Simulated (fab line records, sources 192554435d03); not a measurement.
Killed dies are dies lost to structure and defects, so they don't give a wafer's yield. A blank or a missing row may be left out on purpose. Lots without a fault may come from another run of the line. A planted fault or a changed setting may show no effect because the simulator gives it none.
Split-lot experiment | flow n5_finfet | 7 lots, 21 wafers read, on a route of 1938 steps

THE SPLIT
At N5_BEOL_M11_PECVD_70 (deposits SiO2 from TEOS/O2, target thk 20 nm, time 22.7 s), the setting temp_c was moved away from the recipe's 400 C on 7 of the 21 wafers read, by -3.0% to +1.8%. The other wafers ran this setting at the recipe's value.

FROM THE SPLIT TO THE READING: what the file shows between them, 13 steps
- N5_BEOL_M11_COAT_59: time 60 s, resist thk 100 nm (also split here: spin_rpm)
- N5_BEOL_M11_COAT_60: time 60 s, resist thk 30 nm
- N5_BEOL_M11_COAT_05: resist thk 90 nm
- N5_BEOL_M11_DESCUM_16: chemistry O2, time 7.9 s
- N5_BEOL_M11_ETCH_61: etches SiARC in CF4, target depth 39 nm, time 65 s
- N5_BEOL_M11_ETCH_62: etches SOC in N2/H2, target depth 110 nm, overetch 22 nm, time 165 s
- N5_BEOL_M11_STRIP_68: strips in N2/H2
- N5_BEOL_M11_STRIP_67: strips in CF4
- N5_BEOL_M11_HM_OPEN_17: chemistry Cl2/BCl3, target TiN, target depth 20 nm, overetch 6 nm
- N5_BEOL_M11_TRENCH_ETCH_37: etches SiCOH lowk in C4F6/O2, target depth 148.83 nm, time 48 s (also split here: bias_w)
- N5_BEOL_M11_ETCH_41: etches SiCN in CH3F/O2, target depth 42.6 nm, time 86 s
- N5_BEOL_M11_STRIP_77: strips in N2/H2, time 10 s
- N5_BEOL_M11_OCD_MEAS_38

THE READING
SiO2_of_BEOL_M11_PECVD_70.thk_nm (the simulator's own value, which no gauge read), in nm, at N5_BEOL_M11_HM_STRIP_39 (strips TiN in peroxide tin strip, target depth 25 nm, time 158 s). The file gives no usual value for it. The 14 wafers here that ran the recipe average 19.6 nm, standard deviation 0.21 nm.

wafer  | tool, chamber at the split | temp_c as run, C | against the recipe | SiO2_of_BEOL_M11_PECVD_70.thk_nm, nm | against lot-mates on the recipe
L075.1 | pecvd-04, 0                | 400              | recipe             | 19.6                                 | -
L075.2 | pecvd-04, 1                | 407.3            | +1.8%              | 18.4                                 | -1.2
L075.6 | pecvd-04, 2                | 407.3            | +1.8%              | 19                                   | -0.6
L076.1 | pecvd-02, 2                | 400              | recipe             | 19.6                                 | -
L076.3 | pecvd-02, 1                | 400              | recipe             | 19.4                                 | -
L076.5 | pecvd-02, 1                | 400              | recipe             | 19.8                                 | -
L080.2 | pecvd-03, 1                | 393.9            | -1.5%              | 20.2                                 | +0.8
L080.3 | pecvd-03, 2,0              | 400              | recipe             | 19.4                                 | -
L080.4 | pecvd-03, 2,0              | 400              | recipe             | 19.4                                 | -
L083.3 | pecvd-04, 0,1              | 400              | recipe             | 19.8                                 | -
L083.4 | pecvd-04, 0,1              | 400              | recipe             | 19.8                                 | -
L083.5 | pecvd-04, 0                | 388              | -3.0%              | 21.6                                 | +1.8
L084.1 | pecvd-03, 2,1              | 388              | -3.0%              | 21.4                                 | +2.2
L084.2 | pecvd-03, 1                | 400              | recipe             | 19.2                                 | -
L084.5 | pecvd-03, 2,1              | 388              | -3.0%              | 21.6                                 | +2.4
L092.3 | pecvd-02, 1,0              | 400              | recipe             | 19.4                                 | -
L092.4 | pecvd-02, 1,0              | 400              | recipe             | 19.4                                 | -
L092.5 | pecvd-02, 2                | 400              | recipe             | 19.8                                 | -
L094.1 | pecvd-04, 2                | 400              | recipe             | 19.8                                 | -
L094.5 | pecvd-04, 2                | 400              | recipe             | 19.8                                 | -
L094.4 | pecvd-04, 0                | 406.4            | +1.6%              | 19.4                                 | -0.4
Where a row lists several chambers, the file gives one row for several wafers and doesn't say which wafer went through which chamber.

THE FIT
A straight line over all 21 wafers: SiO2_of_BEOL_M11_PECVD_70.thk_nm changes by -0.561 nm for each +1% of temp_c; r = -0.94; the points scatter about the line by 0.28 nm.
The same after taking each lot's own level away (the mean of its wafers on the recipe; 21 wafers): -0.62 nm for each +1%; r = -0.96; scatter 0.24 nm.
On that fit, the largest move of temp_c shifts the reading by 1.9 nm.
The lots' own levels span 19.20 to 19.80 nm, that is 2.9 times the standard deviation above.
So the lot-to-lot level changes the slope little: the two slopes agree.
Check: with one of the wafers moved furthest among these (-3.0%) left out of the fit, the line predicts +1.99 nm for it against its lot-mates. It came out at +1.8 nm against them.

OTHER SPLITS ON THESE WAFERS
These wafers also went through other splits before the reading. Each is held against what the fit with the lots' levels taken away leaves over:
other split on the same wafers    | wafers away from the commonest value | r with SiO2_of_BEOL_M11_PECVD_70.thk_nm (lot level and that fit taken away)
N5_BEOL_M9_COAT_60 spin_rpm       | 6                                    | -0.02
N5_BEOL_M9_COAT_05 spin_rpm       | 5                                    | +0.08
N5_BEOL_M10_COAT_22 spin_rpm      | 7                                    | +0.03
N5_BEOL_M10_EXPOSE_25 dose_mj     | 8                                    | -0.03
N5_BEOL_M11_COAT_59 spin_rpm      | 5                                    | +0.02
N5_BEOL_M11_TRENCH_ETCH_37 bias_w | 5                                    | +0.18

THE WHOLE CHAIN: every reading that the file lists as answering this split, in the file's order
step                    | what it does                                                     | reading                                                                           | change (the file's fit)               | r (the file's)
N5_BEOL_M11_PECVD_70    | deposits SiO2 from TEOS/O2, target thk 20 nm, time 22.7 s        | SiO2_of_BEOL_M11_PECVD_70.thk_nm (the simulator's own value, which no gauge read) | -0.61 nm for each +1% of the setting  | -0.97
N5_BEOL_M11_HM_STRIP_39 | strips TiN in peroxide tin strip, target depth 25 nm, time 158 s | SiO2_of_BEOL_M11_PECVD_70.thk_nm (the simulator's own value, which no gauge read) | -0.603 nm for each +1% of the setting | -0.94

THE FILE'S OWN FIT
SiO2_of_BEOL_M11_PECVD_70.thk_nm changes by -0.603 nm for each +1% of temp_c, r = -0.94.
